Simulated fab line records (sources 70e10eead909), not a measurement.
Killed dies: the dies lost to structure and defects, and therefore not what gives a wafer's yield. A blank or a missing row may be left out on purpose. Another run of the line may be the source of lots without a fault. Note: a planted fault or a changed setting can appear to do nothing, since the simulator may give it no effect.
Chamber matching + flow nand harc + NHARC_A_WL_FILL_CMP_12 on cmp-03: 4 sister chambers
The step polishes, t overpolish 30 s, target thk 100 nm. 4 wafers are shown with their chamber, then 7 later ones without.

EACH WAFER AND ITS CHAMBER
| wafer  | chamber | time to endpoint s (s) |
|--------|---------|------------------------|
| L083.2 | 1       | 17                     |
| L084.6 | 2       | 21                     |
| L088.1 | 0       | 20                     |
| L088.3 | 3       | 19                     |

WAFERS WHOSE CHAMBER IS MISSING
| wafer  | time to endpoint s (s) |
|--------|------------------------|
| L088.6 | 16                     |
| L089.2 | 15                     |
| L089.3 | 24                     |
| L089.5 | 22                     |
| L097.3 | 20                     |
| L097.4 | 18                     |
| L097.5 | 20                     |

EACH ONE'S CHAMBER
| wafer  | from the rows above               | in truth |
|--------|-----------------------------------|----------|
| L088.6 | can't be placed: 1 or 3 or 0      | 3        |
| L089.2 | can't be placed: 1 or 3 or 0      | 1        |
| L089.3 | can't be placed: 2 or 0 or 3      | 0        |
| L089.5 | can't be placed: 2 or 0 or 3      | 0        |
| L097.3 | can't be placed: 0 or 2 or 3 or 1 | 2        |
| L097.4 | can't be placed: 1 or 3 or 0 or 2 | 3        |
| L097.5 | can't be placed: 0 or 2 or 3 or 1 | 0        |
Placed correctly: 0 of 7. Can't be placed from these rows: 7 (the true chamber is among the candidates in 7). Placed wrongly: 0.
How it was worked out, from the rows above alone: a wafer's distance from a chamber is the root of the sum, over the readings, of the square of ((its reading less the chamber's mean) divided by the reading's scatter). The wafer belongs to the nearest chamber; if the next one is less than 2 further off, it can't be placed. Each chamber's mean is taken over the wafers shown for it. The scatter: with one shown wafer a chamber, the root of the mean of the squares of how far each hidden wafer lies from its nearest shown one.
